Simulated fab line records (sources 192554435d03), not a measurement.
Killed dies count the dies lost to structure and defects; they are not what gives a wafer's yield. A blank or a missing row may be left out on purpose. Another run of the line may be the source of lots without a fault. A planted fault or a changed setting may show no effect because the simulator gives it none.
A struck lot beside a sound one -- flow n5-finfet -- 15 steps out of a route of 1938
Sound: the wafers L125.3, L125.4, L125.6. Wafers L129.2, L129.3, L129.6 were the ones struck. The cause is named last.
Order at every step that has rows: each side's tool, ch and its chambers, its first start. Under that, the readings that differ: sound wafers -- struck wafers -- difference of the means -- sigmas: that difference in standard deviations of wafers without a fault.
alike: same words and numbers on both sides, and readings whose means sit less than 2 such deviations apart. not compared: any withheld reading, any reading some wafer has no value for, any bound like >300 that may hide the same value, and any number with overlapping values for which the record gives no deviation.
Wherever a step has rows on one side only, a row that says differs or no value, or a row with sigmas, the two part there. When numbers do not overlap yet have no deviation, they are printed without sigmas and do not part them. A reading missing from all wafers of one side parts the sides only when that side holds two or more wafers.

first, 6 steps without rows for these wafers: N5_BEOL_M1_COAT_05 (resist thk 30 nm); N5_BEOL_M1_EBR_07; N5_BEOL_M1_SOFTBAKE_06 (time 60 s); N5_BEOL_M1_EXPOSE_08 (exposes mask M1); N5_BEOL_M1_PEB_09 (peb time 60 s); N5_BEOL_M1_DEVELOP_10 (develop time 30 s).
N5_BEOL_M1_CD_MEAS_11: target cd 17.05 nm.
  sound on cd-sem-01 ch 0, day 8 16:24; struck on cd-sem-02 ch 0, day 9 12:18
  alike: cd-nm
N5_BEOL_M1_OVL_MEAS_12:
  sound on overlay-02 ch 0, day 8 16:26; struck on overlay-02 ch 0, day 9 12:20
  alike: M1_OVL
N5_BEOL_M1_INSPECT_13: inspects for defects (brightfield).
  sound: defect-inspect-02 at day 8 16:29; struck: defect-inspect-02 at day 9 12:23
  alike: raw-defect-count
N5_BEOL_M1_DESCUM_16: chemistry O2, time 7 s.
  sound on rie-diel-05 ch 1,2, day 8 16:31; struck on rie-diel-05 ch 0,1, day 9 12:27
  alike: bias-power-w, drypump-motor-current-A, oes-product-au, rf-fwd-power-W, rf-vpp-V, showerhead-plenum-p-Torr, temp-c, throttle-valve-pct
  not compared: rf-hours-counter-h
N5_BEOL_M1_ETCH_74: etches underlayer in N2/H2, target depth 6.5 nm, time 5.2 s.
  sound on rie-diel-05 ch 1,2, day 8 16:34; struck on rie-diel-05 ch 0,1, day 9 12:29
  alike: bias-w, drypump-motor-current-A, etch-rf-on-time-s, h2-flow-sccm, oes-product-au, rf-fwd-power-W, rf-vpp-V, showerhead-plenum-p-Torr, throttle-valve-pct
  not compared: rf-hours-counter-h
N5_BEOL_M1_ETCH_63: etches SiARC in CF4, target depth 15.6 nm, time 26 s.
  sound on rie-diel-05 ch 1,2, day 8 16:34; struck on rie-diel-05 ch 0,1, day 9 12:30
  alike: bias-w, drypump-motor-current-A, etch-rf-on-time-s, oes-product-au, rf-fwd-power-W, rf-vpp-V, showerhead-plenum-p-Torr, throttle-valve-pct
  not compared: rf-hours-counter-h
N5_BEOL_M1_ETCH_64: etches SOC in N2/H2, target depth 75 nm, overetch 15 nm, time 112.5 s.
  sound on rie-diel-05 ch 1,2, day 8 16:36; struck on rie-diel-05 ch 0,1, day 9 12:32
reading,sound,struck,difference,sigmas
bias-w (W),150.2 150.2 150.8,109.8 110.5 110.1,-40.3,-82
rf-vpp-V (V),521 518 521,428 428 427,-92,-31
model.SiARC_of_BEOL_M1_COAT_62.thk-nm (nm),6.6 7 6.6,8.2 8.4 8.4,+1.6,
  alike: drypump-motor-current-A, h2-flow-sccm, oes-product-au, rf-fwd-power-W, showerhead-plenum-p-Torr, temp-c, throttle-valve-pct
  not compared: rf-hours-counter-h
then, 1 step without rows for these wafers: N5_BEOL_M1_STRIP_65 (strips in N2/H2).
-- here the record skips 2 days between the struck wafers' starts before and after, leaving off in module BEOL_M1 and picking up in module BEOL_M4 (first step shown: number 1111 of the route) --
N5_BEOL_M4_RC_MEAS_101:
  sound on prober-02 ch 0, day 10 11:17; struck on prober-01 ch 0, day 11 22:25
  alike: DIBL_N, DIBL_P, IOFF_N, IOFF_P, ION_N, ION_P, SS_N, SS_P, VT_N, VT_P

## WHERE THEY PART
Only at N5_BEOL_M1_ETCH_64, within this record. Later steps at which nothing parts them and some readings are alike: N5_BEOL_M4_RC_MEAS_101.

WHY: what the simulator had put in
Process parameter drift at N5_BEOL_M1_ETCH_64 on rie-diel-05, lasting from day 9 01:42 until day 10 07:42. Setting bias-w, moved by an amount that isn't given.
